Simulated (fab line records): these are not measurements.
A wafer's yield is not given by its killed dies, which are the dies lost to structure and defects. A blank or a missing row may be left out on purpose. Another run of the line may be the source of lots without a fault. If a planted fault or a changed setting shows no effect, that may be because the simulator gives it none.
Which tool is to blame?	flow n5 finfet	30 wafers from 10 lots sampled at 5 of the route's 1938 steps

== WHAT EACH GAUGE READ, for each wafer ==
N5_BEOL_M4_RC_MEAS_101. Usual: DIBL_N 36.6 mV/V, standard deviation 1.9; DIBL_P 36.7 mV/V, standard deviation 2.2; IOFF_N 0.16 nA/um, standard deviation 0.035; IOFF_P 0.22 nA/um, standard deviation 0.038; ION_N 672 uA/um, standard deviation 14; ION_P 462 uA/um, standard deviation 8.3; RC_DENSE_N 19.0 ohm.um, standard deviation 0.51; RC_DENSE_P 23.7 ohm.um, standard deviation 0.62; RC_N 15.5 ohm.um, standard deviation 0.41; RC_P 19.3 ohm.um, standard deviation 0.48; SS_N 71.6 mV/dec, standard deviation 0.65; SS_P 73.5 mV/dec, standard deviation 0.72; VT_N 250 mV, standard deviation 3.5; VT_P -250 mV, standard deviation 3.1.
lot	measured	on	DIBL_N (mV/V)	DIBL_P (mV/V)	IOFF_N (nA/um)	IOFF_P (nA/um)	ION_N (uA/um)	ION_P (uA/um)	RC_DENSE_N (ohm.um)	RC_DENSE_P (ohm.um)	RC_N (ohm.um)	RC_P (ohm.um)	SS_N (mV/dec)	SS_P (mV/dec)	VT_N (mV)	VT_P (mV)	flag
L579	day 9 11:10	prober-01	39.2 37.5 33.2	40.5 39.0 32.6	0.22 0.17 0.10	0.34 0.29 0.18	686 677 646	483 471 455	19.0 19.5 19.2	23.7 24.3 23.8	15.6 15.8 15.7	19.4 19.7 19.3	71.1 71.0 69.9	74.5 73.9 72.5	243 247 255	-239 -244 -252	
L580	day 9 10:38	prober-02	37.8 42.0 34.8	36.2 40.1 33.9	0.15 0.27 0.13	0.21 0.27 0.18	666 682 680	459 458 468	18.7 19.5 19.0	23.6 24.5 24.1	15.2 16.1 15.6	19.0 20.2 19.6	71.6 73.9 71.1	72.7 74.7 72.6	250 245 252	-249 -249 -251	
L581	day 10 02:23	prober-02	37.3 33.2 34.2	37.3 32.7 34.5	0.16 0.11 0.13	0.25 0.18 0.20	690 685 676	480 474 477	18.6 18.9 18.7	23.0 23.5 23.2	15.2 15.5 15.3	18.9 19.1 18.9	71.2 70.0 70.5	73.6 72.5 72.5	248 253 251	-247 -250 -249	
L583	day 9 15:41	prober-02	36.5 34.4 33.4	36.7 34.7 32.6	0.15 0.12 0.11	0.19 0.16 0.14	648 662 645	445 451 440	23.4 23.8 23.1	28.7 29.6 28.6	18.9 19.4 18.7	23.5 23.6 23.1	71.6 71.0 70.7	73.3 72.7 71.6	254 254 257	-258 -257 -257	OFF
L584	day 10 06:55	prober-02	35.6 37.4 34.8	35.6 37.6 36.4	0.12 0.16 0.13	0.20 0.22 0.21	649 647 657	460 445 460	23.6 23.7 23.8	28.9 29.0 29.7	19.1 19.2 19.4	23.2 23.5 23.9	71.6 72.3 70.8	72.9 73.5 73.2	255 252 253	-250 -251 -248	OFF
L590	day 11 14:56	prober-01	32.7 36.4 33.4	34.8 38.2 34.6	0.12 0.18 0.12	0.18 0.23 0.18	655 670 665	459 466 460	19.0 18.9 17.9	23.5 23.3 22.4	15.6 15.3 14.6	19.3 19.1 18.2	70.9 72.2 71.6	72.7 73.1 72.6	252 249 253	-252 -249 -252	
L593	day 12 15:44	prober-02	34.9 36.9 36.8	35.8 37.6 38.6	0.13 0.18 0.17	0.18 0.22 0.24	671 673 672	456 454 463	18.9 19.0 18.1	24.0 23.9 23.0	15.4 15.6 14.9	19.3 19.6 18.7	72.0 72.6 71.8	73.1 73.7 73.5	253 250 249	-253 -250 -248	
L595	day 13 03:19	prober-01	38.8 35.6 38.5	40.6 36.4 40.4	0.21 0.15 0.21	0.29 0.21 0.30	670 656 670	462 456 467	19.1 19.4 19.0	23.6 24.2 23.9	15.5 15.9 15.7	19.4 19.8 19.5	72.3 71.5 72.9	74.8 72.8 74.9	247 253 245	-244 -249 -247	

== EACH LOT AND THE TOOL THAT RAN IT (in order: tool; ch and the chambers of the sampled wafers; start) ==
lot	N5_GATE_CUT_CMP_61	N5_MOL_CONTACT_COAG_CONTACT_ETCH_14	N5_MOL_CONTACT_COAG_ETCH_15	N5_MOL_CONTACT_COAG_IMPLANT_129
L579	cmp-03 ch 1,2, day 4 20:25	rie diel-04 ch 0,3, day 4 21:20	rie diel-04 ch 0,3, day 4 21:22	implanter-02 ch 0, day 4 21:40
L580	cmp-03 ch 1,2, day 4 22:26	rie diel-05 ch 0,1, day 4 23:37	rie diel-05 ch 0,1, day 4 23:39	implanter-02 ch 0, day 4 23:53
L581	cmp-04 ch 0,2,3, day 5 06:07	rie diel-04 ch 1,3, day 5 07:05	rie diel-04 ch 1,3, day 5 07:07	implanter-01 ch 0, day 5 07:22
L582	cmp-02 ch 1,2, day 5 09:02	rie diel-04 ch 0,1,2, day 5 09:54	rie diel-04 ch 0,1,2, day 5 09:56	implanter-02 ch 0, day 5 10:10
L583	cmp-03 ch 0,2,3, day 5 17:08	rie diel-02 ch 1,2,3, day 5 18:06	rie diel-02 ch 1,2,3, day 5 18:08	implanter-02 ch 0, day 5 18:20
L584	cmp-04 ch 0,3, day 5 19:45	rie diel-02 ch 1,2, day 5 20:47	rie diel-02 ch 1,2, day 5 20:49	implanter-02 ch 0, day 5 21:02
L585	cmp-04 ch 1,2, day 6 04:46	rie diel-02 ch 0,3, day 6 06:09	rie diel-02 ch 0,3, day 6 06:11	implanter-02 ch 0, day 6 06:24
L590	cmp-02 ch 0,3, day 7 12:21	rie diel-04 ch 1,2, day 7 13:27	rie diel-04 ch 1,2, day 7 13:29	implanter-01 ch 0, day 7 13:47
L593	cmp-03 ch 0,1,3, day 8 07:26	rie diel-04 ch 1,2,3, day 8 08:22	rie diel-04 ch 1,2,3, day 8 08:24	implanter-01 ch 0, day 8 08:40
L595	cmp-04 ch 0,1, day 8 13:57	rie diel-02 ch 0,2,3, day 8 14:50	rie diel-02 ch 0,2,3, day 8 14:52	implanter-01 ch 0, day 8 15:08
- N5_GATE_CUT_CMP_61: polishes, stops on SiNx, t overpolish 3 s.
- N5_MOL_CONTACT_COAG_CONTACT_ETCH_14: etches SiO2 in C4F6/O2, target depth 27.5 nm, overetch 8.5 nm, time 20 s.
- N5_MOL_CONTACT_COAG_ETCH_15: etches SiNx in CH3F/O2, stops on Si:P, target depth 7 nm.
- N5_MOL_CONTACT_COAG_IMPLANT_129

== WHAT THE TOOLS THEMSELVES READ (means of the sampled wafers that have a number; where no wafer has one, the mark that the record gives instead) ==
N5_GATE_CUT_CMP_61. Usual: motor current A 12.3 A, standard deviation 1.3; slurry flow ml min 150.0, standard deviation 0.46.
lot	tool	motor current A (A)	slurry flow ml min	flag
L579	cmp-03	12.2	149.6	
L580	cmp-03	11.9	149.6	
L581	cmp-04	11.5	150.3	
L582	cmp-02	12.4	150.5	
L583	cmp-03	12.9	150.1	
L584	cmp-04	11.5	150.3	
L585	cmp-04	12.8	150.0	
L590	cmp-02	13.4	149.9	
L593	cmp-03	12.3	149.5	
L595	cmp-04	11.6	149.5	

N5_MOL_CONTACT_COAG_CONTACT_ETCH_14. Usual: drypump motor current A 5.7 A, standard deviation 0.43; mfc ar sccm 299.9 sccm, standard deviation 0.93; oes product au 0.63 a.u., standard deviation 0.037; rf vpp V 693 V, standard deviation 3.6; showerhead plenum p Torr 2.88 Torr, standard deviation 0.1; throttle valve pct 21.33 %, standard deviation 0.27.
lot	tool	drypump motor current A (A)	mfc ar sccm (sccm)	oes product au (a.u.)	rf vpp V (V)	showerhead plenum p Torr (Torr)	throttle valve pct (%)	flag
L579	rie diel-04	5.7	300.0	0.65	695	2.92	21.33	
L580	rie diel-05	5.9	300.3	0.61	691	2.83	21.61	
L581	rie diel-04	5.6	301.1	0.62	695	2.99	21.64	
L582	rie diel-04	5.7	300.6	0.66	691	2.86	21.24	
L583	rie diel-02	5.7	300.1	0.66	695	2.95	21.24	
L584	rie diel-02	6.2	299.3	0.69	697	3.02	21.25	
L585	rie diel-02	5.2	300.0	0.61	691	2.81	21.18	
L590	rie diel-04	5.6	299.8	0.63	694	2.91	21.55	
L593	rie diel-04	5.7	299.0	0.62	693	2.91	21.53	
L595	rie diel-02	5.7	300.3	0.64	693	2.87	21.21	

N5_MOL_CONTACT_COAG_ETCH_15. Usual: drypump motor current A 5.7 A, standard deviation 0.43; mfc ar sccm 150.0 sccm, standard deviation 0.48; oes product au 0.54 a.u., standard deviation 0.032; rf vpp V 299 V, standard deviation 5.4; showerhead plenum p Torr 2.00 Torr, standard deviation 0.075; throttle valve pct 16.42 %, standard deviation 0.25.
lot	tool	drypump motor current A (A)	mfc ar sccm (sccm)	oes product au (a.u.)	rf vpp V (V)	showerhead plenum p Torr (Torr)	throttle valve pct (%)	flag
L579	rie diel-04	5.7	150.2	0.55	294	2.03	16.42	
L580	rie diel-05	5.9	150.1	0.53	303	1.96	16.64	
L581	rie diel-04	5.6	149.7	0.53	299	2.08	16.70	
L582	rie diel-04	5.7	149.6	0.57	293	1.98	16.29	
L583	rie diel-02	5.7	149.8	0.57	303	2.05	16.32	
L584	rie diel-02	6.2	149.9	0.60	303	2.11	16.30	
L585	rie diel-02	5.2	149.9	0.52	304	1.95	16.32	
L590	rie diel-04	5.6	149.6	0.54	298	2.02	16.60	
L593	rie diel-04	5.7	149.8	0.53	296	2.02	16.60	
L595	rie diel-02	5.7	149.6	0.54	304	1.99	16.32	

N5_MOL_CONTACT_COAG_IMPLANT_129. Usual: beam energy keV 3.0001, standard deviation 0.00079; end station pressure torr 5.9e-06 Torr, standard deviation 3.1e-07.
lot	tool	beam energy keV	end station pressure torr (Torr)	flag
L579	implanter-02	3.0001	6.1e-06	
L580	implanter-02	3.0005	5.7e-06	
L581	implanter-01	3.0008	5.8e-06	
L582	implanter-02	1.3502	1.0e-05	OFF
L583	implanter-02	1.3498	9.9e-06	OFF
L584	implanter-02	1.3501	9.8e-06	OFF
L585	implanter-02	1.3509	1.0e-05	OFF
L590	implanter-01	2.9993	5.6e-06	
L593	implanter-01	2.9990	6.0e-06	
L595	implanter-01	3.0008	6.1e-06	

== THE ANSWER, worked out from the rows above alone ==
Rule: a lot counts as off when the mean over its wafers that have a number is more than 3 standard deviations away from the usual mean. Also off: a lot with no number at a reading for which 4 or more lots have one. The other lots that the step has rows for count as sound. The gauges are gone through in route order, then the tools' own readings, and for those a lot's mean is taken as printed above. At the first step where some lot is off, the reading lying furthest off is the one used; lots without a number count as furthest.
Off: L583, L584, at N5_BEOL_M4_RC_MEAS_101 (RC_DENSE_N). Neither off nor sound, because the step has no rows for them: L582, L585.
If a tool, at a process step before that reading, ran all the lots that are off and no sound lot after the first of them, it fits. Not tried: the gauges at N5_BEOL_M4_RC_MEAS_101; whatever is off there is also off at N5_MOL_CONTACT_COAG_IMPLANT_129, on other tools, and gauge error can't account for it. One fits: implanter-02 at N5_MOL_CONTACT_COAG_IMPLANT_129. Its last sound lot is L580 (day 4 23:53), its first lot that is off L583 (day 5 18:20): a fault that began between those two fits.
The tool's own readings at N5_MOL_CONTACT_COAG_IMPLANT_129 bear it out: on the lots that are off they differ by more than 5 times the standard deviation of the sound lots' means. beam energy keV reads 1.3500 there against 3.0001 on the sound lots; end station pressure torr reads 9.8e-06 Torr there against 5.9e-06 Torr on the sound lots.

== WHAT THE SIMULATOR HAD INSERTED ==
Process parameter drift: implanter-02, from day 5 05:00 on, at N5_MOL_CONTACT_COAG_IMPLANT_129. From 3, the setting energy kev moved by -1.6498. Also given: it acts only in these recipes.
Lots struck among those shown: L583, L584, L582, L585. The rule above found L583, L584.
